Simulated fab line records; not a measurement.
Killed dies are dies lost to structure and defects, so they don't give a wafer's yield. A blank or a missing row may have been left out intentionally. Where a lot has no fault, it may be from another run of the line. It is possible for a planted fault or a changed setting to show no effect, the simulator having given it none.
One fault through the eyes of 3 desks -- flow n5-finfet -- numbers are kept per desk, each desk with only its own; the story behind them comes last
Where a reading is given only as a bound, like >300, the bound stands for it, and a mean or a difference that rests on one is marked > or <: the true number lies beyond.

== THE DEFECT DESK ==
Lot by lot, what the route's inspections counted, given as the mean of those sampled wafers with a number. The brackets show how far a lot's mean lies from the usual mean; more than 4 standard deviations puts the lot out of limits, marked OUT.
Columns: A = raw-defect-count at N5_PASSIVATION_INSPECT_61, usual 2.0
lot,first seen here,A
L760,day 12 19:14,3.3
L759,day 13 06:49,2.3
L762,day 13 17:52,1.3
L765,day 14 09:05,3.0
L766,day 14 12:44,2.0
L761,day 14 18:56,1.0
L764,day 14 22:56,2.3
L767,day 15 03:33,1.3
L768,day 15 04:04,1.0
L773,day 17 00:08,>101 (>+76) OUT
L781,day 17 23:38,1.3
This desk's verdict: out of limits on L773, starting with L773 at day 17 00:08 (raw-defect-count at N5_PASSIVATION_INSPECT_61). L760, L759, L762, L765, L766, L761, L764, L767, L768, L781 stayed within limits.

== THE TOOL OWNER'S DESK: rie-diel-03 ==
The tool's own readings at N5_MIM_BOT_ETCH_STRIP_01 (strips in O2): means of the sampled wafers that have a number, for each lot that ran on this tool. The brackets show how far a lot's mean lies from the usual mean; more than 4 standard deviations puts the lot out of limits, marked OUT.
Columns: A = drypump-motor-current-A at N5_MIM_BOT_ETCH_STRIP_01, usual 5.6 A; B = oes-product-au at N5_MIM_BOT_ETCH_STRIP_01, usual 0.79 a.u.; C = rf-vpp-V at N5_MIM_BOT_ETCH_STRIP_01, usual 3.6 V; D = showerhead-plenum-p-Torr at N5_MIM_BOT_ETCH_STRIP_01, usual 2.07 Torr; E = throttle-valve-pct at N5_MIM_BOT_ETCH_STRIP_01, usual 16.72 %
lot,first seen here,A,B,C,D,E
L762,day 13 15:16,5.5,0.87,3.3,2.08,16.65
L766,day 14 11:29,5.5,0.87,3.9,2.08,16.69
L767,day 15 02:02,5.5,0.81,4.3,2.03,16.72
L773,day 16 22:22,5.5,0.81,2.9,2.07,16.73
Result from this desk: across the 4 lots, nothing is out of limits.

== AT THE METROLOGY DESK ==
Means of the sampled wafers that have a number, per lot and without regard to the tool the lot ran on: this is what the gauges read. The brackets show how far a lot's mean lies from the usual mean; more than 4 standard deviations puts the lot out of limits, marked OUT.
Columns: A = cd-nm at N5_PASSIVATION_CD_MEAS_10, usual 2999.7 nm; B = TV_OVL at N5_PASSIVATION_OVL_MEAS_60, usual 3 nm
lot,first seen here,A,B
L760,day 12 19:11,3000.2,14
L759,day 13 06:46,3000.1,3
L762,day 13 17:49,3000.7,3
L765,day 14 09:02,2997.9,3
L766,day 14 12:41,2998.2,-2
L761,day 14 18:53,3002.7,-1
L764,day 14 22:53,2998.8,2
L767,day 15 03:30,3001.3,0
L768,day 15 04:01,3000.4,6
L773,day 17 00:05,3002.1,6
L781,day 17 23:35,3000.9,5
Result from this desk: across the 11 lots, nothing is out of limits.

== PUT TOGETHER ==
The defect desk could have raised an alarm at day 17 00:08, on L773.
The tool owner's desk saw nothing out of limits.
From the metrology desk's view, nothing was out of limits.
The tool owner's desk has L773 on record, within its limits.
The metrology desk holds a record of L773, inside its limits.
Of the lots named, all ran N5_MIM_BOT_ETCH_STRIP_01 on rie-diel-03.

== WHAT THE SIMULATOR HAD INSERTED ==
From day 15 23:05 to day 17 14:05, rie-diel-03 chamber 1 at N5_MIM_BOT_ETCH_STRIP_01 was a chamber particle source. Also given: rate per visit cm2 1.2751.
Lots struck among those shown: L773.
Hours from the fault's start to each desk's first reading out of limits: the defect desk, 25.
